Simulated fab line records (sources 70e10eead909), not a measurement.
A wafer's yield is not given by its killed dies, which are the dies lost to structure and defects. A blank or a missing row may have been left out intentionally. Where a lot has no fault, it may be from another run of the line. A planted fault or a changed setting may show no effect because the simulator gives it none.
fab line records -- flow nandHarc
record: lots: 6, wafers: 18, lastDay: 23
route steps=1159 shown A_ONON_D1@449 A_CHANNEL_HOLE_D1@450 END@1159
lots untouched by any fault: they come from a run of this same line in which no faults occurred
startH: start of the lot's first displayed wafer, in hours after the record's first day -- waitH: time in hours since the lot's previous step -- " identical to the entry in the row above -- L1.1+2: a row that stands for several wafers -- - no value, or no start given -- * or withheld: withheld -- < > ~ a bound
route shown NAME@n: names a module that has steps shown in the file, with the first one's number in the route -- usual: mean/standard deviation of fault-free wafers -- same: alike in all rows -- chamber/n: place in a boat -- sites: each site's reading -- _std_site: standard deviation of those values -- _edge_site: inner sites' mean taken away from outer sites' mean -- radiusMm: how far each site lies from the wafer's centre -- mask NAME#n: copy n -- behind: the most recent tool/chamber to have shaped the wafer -- hold: why the lot went on hold/how many hours it stayed there/how the hold came to an end -- device: names the non-switching transistor (n, p or np) -- end of line: tests of these same wafers at the route's end -- for a step that has no rows: nothing shown but its recipe -- killed: at the first sort, the dies lost to defects and structure; wafer yield is something else -- map: per-die view of a wafer (x killed, . not killed, _ where there is no die)
set.NAME: the setting as run; set.NAME@STEP: as run at that earlier step -- model.NAME: the simulator's own value behind a step, which no gauge read
lots at selected steps of the route; one table per step, one row per wafer
services: from which hour (startH, from the record's first day; less than 0 if before it) a tool's chamber was out of use, for how many hours, and why
== steps ==
step: NHARC_A_ONON_D1_INSPECT_32
usual: rawDefectCount: 81/28
lot.wafer,tool,chamber,startH,waitH,rawDefectCount
L821.2,defectInspect-01,-,156.89,0.0,72
L821.4,defectInspect-01,-,156.89,0.0,144
L821.6,defectInspect-01,-,156.89,0.0,82
L826.1,defectInspect-02,-,203.75,0.0,107
L826.2,defectInspect-02,-,203.75,0.0,108
L826.5,defectInspect-02,-,203.75,0.0,131
L829.1,defectInspect-02,-,211.74,0.0,104
L829.3,defectInspect-02,-,211.74,0.0,148
L829.4,defectInspect-02,-,211.74,0.0,64
L830.1,defectInspect-02,-,233.89,0.0,58
L830.2,defectInspect-02,-,233.89,0.0,75
L830.3,defectInspect-02,-,233.89,0.0,57
L839.1,defectInspect-01,-,276.47,0.0,135
L839.2,defectInspect-01,-,276.47,0.0,105
L839.3,defectInspect-01,-,276.47,0.0,132
L841.4,defectInspect-02,-,290.42,0.0,40
L841.5,defectInspect-02,-,290.42,0.0,54
L841.6,defectInspect-02,-,290.42,0.0,78
step: NHARC_A_CHANNEL_HOLE_D1_DEP_00
recipe: targetThkA: 31000, tempC: 400, material: aC
usual: throttleValvePct: 35.001/0.0093
lot.wafer,tool,chamber,startH,waitH,throttleValvePct
L821.2,aclDep-01,0,157.27,0.4,35.022
L821.4,aclDep-01,0,157.27,0.4,35.005
L821.6,aclDep-01,0,157.27,0.4,35.007
L826.1,aclDep-01,0,203.81,0.1,35.000
L826.2,aclDep-01,0,203.81,0.1,34.998
L826.5,aclDep-01,0,203.81,0.1,34.999
L829.1,aclDep-02,0,212.23,0.5,35.001
L829.3,aclDep-02,0,212.23,0.5,35.005
L829.4,aclDep-02,0,212.23,0.5,34.996
L830.1,aclDep-02,0,237.06,3.2,35.002
L830.2,aclDep-02,0,237.06,3.2,34.993
L830.3,aclDep-02,0,237.06,3.2,35.008
L839.1,aclDep-02,0,277.17,0.7,35.005
L839.2,aclDep-02,0,277.17,0.7,35.005
L839.3,aclDep-02,0,277.17,0.7,35.004
L841.4,aclDep-01,0,291.43,1.0,35.001
L841.5,aclDep-01,0,291.43,1.0,35.005
L841.6,aclDep-01,0,291.43,1.0,34.990
step: NHARC_A_CHANNEL_HOLE_D1_DEP_01
recipe: targetThkA: 1400, targetThkNm: 140, tempC: 400, pressureTorr: 3.5, flowSccm: 200, rfW: 350, material: SiON
usual: chamberPressureTorr: 3.501/0.0073, heaterPowerOuterW: 433/55, heaterPowerW: 730/78
lot.wafer,tool,chamber,startH,waitH,chamberPressureTorr,heaterPowerOuterW,heaterPowerW
L821.2,pecvd-04,2,158.89,1.3,3.495,389,730
L821.4,pecvd-04,1,158.89,1.3,3.513,379,659
L821.6,pecvd-04,2,158.89,1.3,3.497,391,730
L826.1,pecvd-02,1,205.71,1.6,3.505,446,791
L826.2,pecvd-02,2,205.71,1.6,3.501,375,693
L826.5,pecvd-02,0,205.71,1.6,3.503,420,676
L829.3,pecvd-04,1,214.16,1.0,3.510,400,716
L829.1,pecvd-04,0,214.16,1.0,3.500,510,892
L829.4,pecvd-04,0,214.16,1.0,3.499,489,869
L830.1,pecvd-03,0,238.98,1.6,3.509,447,702
L830.3,pecvd-03,1,238.98,1.6,3.489,571,913
L830.2,pecvd-03,2,238.98,1.6,3.486,423,766
L839.2,pecvd-02,0,279.10,1.3,3.496,392,603
L839.1,pecvd-02,1,279.10,1.3,3.486,437,758
L839.3,pecvd-02,2,279.10,1.3,3.502,368,663
L841.5,pecvd-02,2,292.49,0.4,3.493,428,732
L841.6,pecvd-02,0,292.49,0.4,3.483,442,663
L841.4,pecvd-02,1,292.49,0.4,3.502,446,754
step: NHARC_A_CHANNEL_HOLE_D1_DEHYDRATE_02
recipe: tempC: 150, timeS: 120
step: NHARC_A_CHANNEL_HOLE_D1_HMDS_03
recipe: timeS: 30
step: NHARC_A_CHANNEL_HOLE_D1_COAT_36
recipe: tempC: 260, timeS: 75
step: NHARC_A_CHANNEL_HOLE_D1_COAT_37
recipe: tempC: 225, timeS: 65
step: NHARC_A_CHANNEL_HOLE_D1_COAT_04
recipe: spinRpm: 1500, resistThkNm: 90
step: NHARC_A_CHANNEL_HOLE_D1_SOFTBAKE_05
recipe: tempC: 105, timeS: 55
step: NHARC_A_CHANNEL_HOLE_D1_EBR_06
step: NHARC_A_CHANNEL_HOLE_D1_EXPOSE_07
recipe: na: 1.35, targetCdNm: 100, sigmaOuter: 0.3, doseMj: 59.65, maskId: HOLE_D1
step: NHARC_A_CHANNEL_HOLE_D1_PEB_08
recipe: pebTempC: 100, pebTimeS: 65
step: NHARC_A_CHANNEL_HOLE_D1_DEVELOP_09
recipe: developTimeS: 35, devTempC: 23
usual: resistLineTempC: 23.02/0.1
lot.wafer,tool,chamber,startH,waitH,resistLineTempC
L821.2,lithoTrack-04,0,159,-,23.11
L821.4,lithoTrack-04,0,159,-,23.16
L821.6,lithoTrack-04,0,159,-,23.20
L826.1,lithoTrack-01,0,206,-,23.11
L826.2,lithoTrack-01,0,206,-,23.05
L826.5,lithoTrack-01,0,206,-,22.96
L829.1,lithoTrack-01,0,214,-,22.92
L829.3,lithoTrack-01,0,214,-,22.93
L829.4,lithoTrack-01,0,214,-,22.92
L830.1,lithoTrack-04,0,239,-,22.86
L830.2,lithoTrack-04,0,239,-,23.02
L830.3,lithoTrack-04,0,239,-,22.99
L839.1,lithoTrack-06,0,279,-,23.02
L839.2,lithoTrack-06,0,279,-,22.89
L839.3,lithoTrack-06,0,279,-,23.08
L841.4,lithoTrack-01,0,293,-,23.07
L841.5,lithoTrack-01,0,293,-,23.08
L841.6,lithoTrack-01,0,293,-,23.16
step: NHARC_A_CHANNEL_HOLE_D1_CD_MEAS_10
recipe: targetCdNm: 100, landingEnergyEv: 500
usual: cdNm: 100.2/0.67
lot.wafer,tool,chamber,startH,waitH,cdNm
L821.2,cdSem-02,0,159.59,-,99.3
L821.4,cdSem-02,0,159.59,-,99.7
L821.6,cdSem-02,0,159.59,-,99.0
L826.1,cdSem-02,0,206.31,-,98.5
L826.2,cdSem-02,0,206.31,-,99.5
L826.5,cdSem-02,0,206.31,-,97.9
L829.1,cdSem-03,0,214.75,-,98.8
L829.3,cdSem-03,0,214.75,-,98.5
L829.4,cdSem-03,0,214.75,-,99.1
L830.1,cdSem-02,0,239.70,-,99.5
L830.2,cdSem-02,0,239.70,-,99.8
L830.3,cdSem-02,0,239.70,-,100.0
L839.1,cdSem-02,0,279.82,-,100.1
L839.2,cdSem-02,0,279.82,-,100.4
L839.3,cdSem-02,0,279.82,-,100.8
L841.4,cdSem-03,0,293.16,-,100.1
L841.5,cdSem-03,0,293.16,-,99.8
L841.6,cdSem-03,0,293.16,-,101.3
step: NHARC_A_CHANNEL_HOLE_D1_OVL_MEAS_11
usual: overlayXNm: -0.1/0.79, overlayYNm: -0.1/0.85
lot.wafer,tool,chamber,startH,waitH,overlayXNm,overlayYNm
L821.2,overlay-01,-,159.68,-,-0.4,-0.8
L821.4,overlay-01,-,159.68,-,0.1,-0.6
L821.6,overlay-01,-,159.68,-,-0.4,-0.3
L826.1,overlay-02,-,206.40,-,-0.4,-1.0
L826.2,overlay-02,-,206.40,-,-0.1,-0.8
L826.5,overlay-02,-,206.40,-,-0.4,-1.2
L829.1,overlay-01,-,214.84,-,-0.1,-0.2
L829.3,overlay-01,-,214.84,-,-0.3,-0.2
L829.4,overlay-01,-,214.84,-,0.5,-0.3
L830.1,overlay-01,-,239.79,-,0.7,-1.2
L830.2,overlay-01,-,239.79,-,0.1,-1.3
L830.3,overlay-01,-,239.79,-,0.3,-0.9
L839.1,overlay-02,-,279.91,-,0.0,0.0
L839.2,overlay-02,-,279.91,-,-0.9,0.5
L839.3,overlay-02,-,279.91,-,0.6,0.4
L841.4,overlay-02,-,293.24,-,-1.5,-0.2
L841.5,overlay-02,-,293.24,-,-2.1,-0.8
L841.6,overlay-02,-,293.24,-,-1.9,-0.5
step: NHARC_A_CHANNEL_HOLE_D1_INSPECT_12
usual: rawDefectCount: 7/3
lot.wafer,tool,chamber,startH,waitH,rawDefectCount
L821.2,defectInspect-02,-,159.71,0.0,5
L821.4,defectInspect-02,-,159.71,0.0,11
L821.6,defectInspect-02,-,159.71,0.0,6
L826.1,defectInspect-02,-,206.43,0.0,1
L826.2,defectInspect-02,-,206.43,0.0,7
L826.5,defectInspect-02,-,206.43,0.0,7
L829.1,defectInspect-01,-,214.88,0.0,7
L829.3,defectInspect-01,-,214.88,0.0,12
L829.4,defectInspect-01,-,214.88,0.0,10
L830.1,defectInspect-01,-,239.83,0.0,5
L830.2,defectInspect-01,-,239.83,0.0,6
L830.3,defectInspect-01,-,239.83,0.0,3
L839.1,defectInspect-02,-,279.95,0.0,16
L839.2,defectInspect-02,-,279.95,0.0,8
L839.3,defectInspect-02,-,279.95,0.0,9
L841.4,defectInspect-01,-,293.28,0.0,4
L841.5,defectInspect-01,-,293.28,0.0,7
L841.6,defectInspect-01,-,293.28,0.0,4
step: NHARC_A_CHANNEL_HOLE_D1_DESCUM_15
recipe: timeS: 3, o2FlowSccm: 200, arFlowSccm: 0, biasPowerW: 0, chemistry: O2
usual: drypumpMotorCurrentA: 5.8/0.32, oesProductAu: 1.006/0.013, rfVppV: 57.7/1, showerheadPlenumPTorr: 1.94/0.089, throttleValvePct: 11.311/0.0097
lot.wafer,tool,chamber,startH,waitH,drypumpMotorCurrentA,oesProductAu,rfHoursCounterH,rfVppV,showerheadPlenumPTorr,throttleValvePct,model.A_CHANNEL_HOLE_D1.cdNm
L821.2,rieDiel-13,0,159.78,0.1,6.2,0.989,4,59.7,2.04,11.303,98.14
L821.4,rieDiel-13,2,159.78,0.1,5.5,1.024,1,59.3,1.98,11.297,100.1
L821.6,rieDiel-13,3,159.78,0.1,5.8,0.995,-,55.2,1.78,11.312,98.99
L826.2,rieDiel-13,1,206.49,0.1,5.3,1.027,7,59.1,1.99,11.303,98.91
L826.1,rieDiel-13,0,206.49,0.1,6.2,1.003,7,58.6,2.04,11.326,98.12
L826.5,rieDiel-13,1,206.49,0.1,5.4,1.020,-,57.2,1.99,11.294,97.7
L829.1,rieDiel-13,2,214.94,0.1,5.5,1.023,6,59.4,1.97,11.318,98.84
L829.3,rieDiel-13,3,214.94,0.1,5.9,1.014,8,56.4,1.78,11.334,98.17
L829.4,rieDiel-13,1,214.94,0.1,5.4,1.030,8,57.9,1.99,11.302,98.41
L830.3,rieDiel-13,2,239.89,0.1,5.5,1.031,8,59.4,1.97,11.302,100.5
L830.1,rieDiel-13,3,239.89,0.1,5.8,1.010,10,56.6,1.78,11.302,99.18
L830.2,rieDiel-13,0,239.89,0.1,6.2,0.991,10,57.2,2.04,11.321,98.99
L839.1,rieDiel-08,1,280.01,0.1,6.1,1.004,12,57.1,1.84,11.313,100.5
L839.3,rieDiel-08,3,280.01,0.1,6.4,1.007,12,57.4,2.01,11.306,101.3
L839.2,rieDiel-08,0,280.01,0.1,5.7,1.003,4,58.0,2.03,11.303,101
L841.4,rieDiel-08,2,293.35,0.1,5.5,0.997,14,58.1,2.00,11.327,99.66
L841.6,rieDiel-08,1,293.35,0.1,6.1,0.996,-,58.2,1.84,11.307,100.8
L841.5,rieDiel-08,2,293.35,0.1,5.5,0.975,-,56.9,2.00,11.307,98.59
step: NHARC_A_CHANNEL_HOLE_D1_ETCH_38
recipe: targetDepthA: 390, overEtchFrac: 0.3, timeS: 65, ionEnergyEv: 80, cf4FlowSccm: 150, arFlowSccm: 0, rfW: 300, biasW: 100, chemistry: CF4
usual: drypumpMotorCurrentA: 5.8/0.32, oesProductAu: 1.006/0.013, rfVppV: 151.5/1.3, showerheadPlenumPTorr: 1.79/0.076, throttleValvePct: 13.283/0.0091
lot.wafer,tool,chamber,startH,waitH,drypumpMotorCurrentA,oesProductAu,rfHoursCounterH,rfVppV,showerheadPlenumPTorr,throttleValvePct
L821.4,rieDiel-13,3,159.86,0.1,5.8,1.004,3,149.8,1.65,13.284
L821.2,rieDiel-13,2,159.86,0.1,5.6,1.018,1,151.9,1.82,13.277
L821.6,rieDiel-13,0,159.86,0.1,6.2,0.991,-,153.2,1.88,13.274
L826.2,rieDiel-13,0,206.59,0.1,6.3,0.991,7,152.2,1.88,13.288
L826.1,rieDiel-13,1,206.59,0.1,5.4,1.027,7,151.5,1.84,13.268
L826.5,rieDiel-13,3,206.59,0.1,5.8,1.004,-,150.5,1.65,13.282
L829.4,rieDiel-13,3,215.03,0.1,5.8,1.005,8,149.9,1.65,13.294
L829.1,rieDiel-13,0,215.03,0.1,6.2,0.997,8,152.5,1.88,13.285
L829.3,rieDiel-13,1,215.03,0.1,5.3,1.031,8,152.6,1.83,13.286
L830.1,rieDiel-13,0,239.99,0.1,6.2,0.992,10,151.8,1.88,13.286
L830.3,rieDiel-13,2,239.99,0.1,5.6,1.026,8,152.3,1.82,13.275
L830.2,rieDiel-13,3,239.99,0.1,5.8,1.010,10,150.2,1.65,13.290
L839.3,rieDiel-08,1,280.10,0.1,6.2,0.995,12,150.0,1.71,13.285
L839.2,rieDiel-08,2,280.10,0.1,5.5,0.984,12,152.5,1.84,13.280
L839.1,rieDiel-08,3,280.10,0.1,6.4,1.004,12,151.5,1.85,13.283
L841.4,rieDiel-08,2,293.43,0.1,5.5,0.984,14,153.7,1.84,13.283
L841.5,rieDiel-08,1,293.43,0.1,6.1,1.005,-,149.5,1.71,13.267
L841.6,rieDiel-08,2,293.43,0.1,5.5,0.993,-,151.5,1.84,13.286
step: NHARC_END_SORT_01
recipe: tempC: 25
usual: killedAtArray: 28/11, killedAtOther: 0.5/0.87, killedAtPeriphery: 2.9/2.2, killedDies: 32/11, killedOpen: 3.2/1.9, killedShort: 1.8/1.4
same: grossDies: 677
lot.wafer,tool,chamber,startH,waitH,killedAtArray,killedAtOther,killedAtPeriphery,killedDies,killedOpen,killedShort
L829.1,prober-02,0,475.54,2.5,22,1,3,26,4,3
L829.3,prober-02,0,477.13,3.1,26,0,3,29,4,4
L829.4,prober-02,0,477.93,3.4,26,0,0,26,1,1
killed by level:class
L829.1 A_CONTACT:chamberFilmFlake=7 A_SLIT:chamberFilmFlake=6 A_STAIRCASE:chamberFilmFlake=3 P_CONTACT:geometricParticle:short=2 A_CONTACT:geometricParticle:open=2 A_CHANNEL_HOLE_D1:chamberFilmFlake=2 P_CONTACT:geometricParticle:open=1 A_ONON_D1:geometricParticle:open=1
L829.3 A_SLIT:chamberFilmFlake=10 A_CHANNEL_HOLE_D1:chamberFilmFlake=3 A_STAIRCASE:chamberFilmFlake=3 A_CONTACT:chamberFilmFlake=3 P_CONTACT:geometricParticle:open=1 A_ONON_D1:geometricParticle:open=1 A_CHANNEL_FILL_D1:geometricParticle:short=1 A_SGD_CUT:geometricParticle:short=1
L829.4 A_SLIT:chamberFilmFlake=12 A_CHANNEL_HOLE_D1:chamberFilmFlake=4 A_CONTACT:chamberFilmFlake=4 A_STAIRCASE:chamberFilmFlake=3 A_ONON_D1:geometricParticle:short=1 A_M0:geometricParticle:open=1 A_BLC:chamberFilmFlake=1
== services ==
tool,chamber,startH,hours,kind
rieDiel-13,3,134.00,1.8,repair
lithoTrack-04,-,141.00,7.0,pm
rieDiel-08,1,141.25,6.0,repair
pecvd-02,-,153.01,13.0,pm
rieDiel-13,0,157.00,-,clean
rieDiel-13,1,157.00,-,clean
rieDiel-13,2,157.00,-,clean
rieDiel-13,3,157.00,-,clean
aclDep-02,-,168.14,13.0,pm
rieDiel-13,0,181.50,-,clean
rieDiel-13,1,181.50,-,clean
rieDiel-13,2,181.50,-,clean
rieDiel-13,3,181.50,-,clean
pecvd-04,-,195.09,13.0,pm
rieDiel-13,0,206.00,-,clean
pecvd-02,-,209.51,1.1,repair
rieDiel-13,1,223.23,23.2,repair
pecvd-02,-,250.93,0.9,repair
pecvd-04,-,260.62,1.5,repair
lithoTrack-01,-,268.00,7.0,pm
rieDiel-13,-,276.00,9.0,pm
lithoTrack-06,-,292.00,7.0,pm
pecvd-03,-,292.01,13.0,pm
aclDep-01,-,292.38,13.0,pm
== key ==
firstSign: step: NHARC_A_CHANNEL_HOLE_D1_CD_MEAS_10, reading: cdNm, direction: down, sigmas: 2.1, usual: 100.2, struck: 98.7
effect none on later readings
modelEffect: step: NHARC_A_CHANNEL_HOLE_D1_DESCUM_15, value: A_CHANNEL_HOLE_D1.cdNm, without: 99.66, struck: 98.36
metAt NHARC_A_CHANNEL_HOLE_D1_DEVELOP_09
struckWafers L826.1,L826.2,L826.5,L829.1,L829.3,L829.4
testerLeftOut L826,L829
fault: kind: processParameterDrift, tool: lithoTrack-01, chamber: -, onsetH: 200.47, steps: NHARC_A_CHANNEL_HOLE_D1_DEVELOP_09, channel: developTimeS, offset: *, shape: step, endH: 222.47, actsIn: *, stated: *
testerLeftOut: of these lots the tester's yield and bins aren't shown, on N5 and GAA mostly nor the transistor test; their killed dies are dies lost to structure and defects alone, not to doping, threshold or leakage, so they don't give the yield
